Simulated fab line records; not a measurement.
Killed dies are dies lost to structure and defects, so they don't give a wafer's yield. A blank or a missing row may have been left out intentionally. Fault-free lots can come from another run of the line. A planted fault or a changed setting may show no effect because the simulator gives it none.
What tool caused it? ; flow n5Finfet ; 72 wafers from 24 lots sampled at 2 of the route's 1938 steps

WHAT THE GAUGES SHOWED, per wafer
N5_SDB_THK_MEAS_31. Usual: SDB_THK gives 64.8 nm (standard deviation 1.4).
lot;measured;on;SDB_THK (nm);flag
L074;day 4 00:37;filmMetro-01;63.7 64.6 64.3;
L075;day 4 10:56;filmMetro-02;64.6 66.2 66.5;
L076;day 4 17:35;filmMetro-01;65.8 65.6 66.9;
L078;day 4 22:00;filmMetro-01;66.0 65.1 66.3;
L077;day 5 03:19;filmMetro-02;66.9 64.9 65.0;
L079;day 5 06:53;filmMetro-02;64.8 64.8 66.3;
L080;day 5 11:01;filmMetro-02;66.9 66.7 66.2;
L081;day 5 19:35;filmMetro-02;63.4 65.0 63.9;
L082;day 6 05:18;filmMetro-02;63.3 62.6 64.3;
L083;day 6 10:10;filmMetro-01;66.5 63.2 66.7;
L084;day 6 22:17;filmMetro-01;62.4 65.0 66.0;
L085;day 7 03:27;filmMetro-01;65.5 64.7 66.2;
L086;day 7 07:19;filmMetro-02;64.7 65.1 65.7;
L087;day 7 10:10;filmMetro-02;63.7 63.0 62.9;
L088;day 7 16:14;filmMetro-02;66.2 62.3 66.5;
L089;day 7 20:56;filmMetro-02;65.1 63.9 65.0;
L090;day 8 00:25;filmMetro-02;66.3 61.5 65.7;
L092;day 8 08:26;filmMetro-02;64.2 63.4 63.0;
L091;day 8 12:07;filmMetro-02;63.5 63.1 64.0;
L093;day 8 20:31;filmMetro-02;66.0 65.7 64.1;
L094;day 9 03:22;filmMetro-02;65.2 64.5 64.3;
L095;day 9 03:44;filmMetro-01;63.3 63.9 64.8;
L096;day 9 14:05;filmMetro-01;65.9 63.9 66.0;
L097;day 9 19:29;filmMetro-02;62.8 63.0 64.1;

N5_SDB_INSPECT_36: inspects for defects (darkfield). Usual: rawDefectCount at 40, with a standard deviation of 18.
lot;measured;on;rawDefectCount;flag
L074;day 4 00:38;defectInspect-02;33 25 28;
L075;day 4 10:57;defectInspect-01;61 40 20;
L076;day 4 17:37;defectInspect-01;33 75 25;
L078;day 4 22:02;defectInspect-02;40 52 59;
L077;day 5 03:20;defectInspect-02;50 59 66;
L079;day 5 06:55;defectInspect-02;34 42 38;
L080;day 5 11:02;defectInspect-02;65 36 58;
L081;day 5 19:36;defectInspect-01;45 48 33;
L082;day 6 05:19;defectInspect-02;14 18 17;
L083;day 6 10:11;defectInspect-02;29 63 22;
L084;day 6 22:19;defectInspect-01;35 40 36;
L085;day 7 03:29;defectInspect-01;30 37 26;
L086;day 7 07:20;defectInspect-01;34 44 33;
L087;day 7 10:12;defectInspect-01;24 50 38;
L088;day 7 16:15;defectInspect-01;64 71 86;
L089;day 7 20:58;defectInspect-02;24 32 12;
L090;day 8 00:26;defectInspect-01;41 66 36;
L092;day 8 08:28;defectInspect-02;25 30 54;
L091;day 8 12:08;defectInspect-01;41 25 33;
L093;day 8 20:33;defectInspect-01;40 23 33;
L094;day 9 03:24;defectInspect-01;40 20 20;
L095;day 9 03:45;defectInspect-02;76 37 47;
L096;day 9 14:07;defectInspect-01;40 32 59;
L097;day 9 19:31;defectInspect-02;27 73 48;

WHAT TOOL EACH LOT RAN ON (gives the tool, then ch and the chambers of the sampled wafers, and finally the start)
There is no process step in the record ahead of these readings.

AS READ BY THE TOOLS THEMSELVES (means over the sampled wafers that have a number; for cases with no such wafer, the mark the record gives instead)
The record holds no such reading with a usual standard deviation.

THE ANSWER, worked out from the rows above alone
Rule: take the mean of a lot's wafers that have a number; if it is more than 3 standard deviations from the usual mean, the lot is off. A lot without any number at a reading at which 4 lots or more have one is off too. Any other lot the step has rows for is counted as sound. Order of review: gauges by route order, followed by the tools' own readings, for which a lot's mean as printed above is used. At the first step where some lot is off, the reading lying furthest off is the one used; lots without a number count as furthest.
Across all readings shown, no lot is off: no conclusion can be drawn from this.

WHAT HAD BEEN PUT IN BY THE SIMULATOR
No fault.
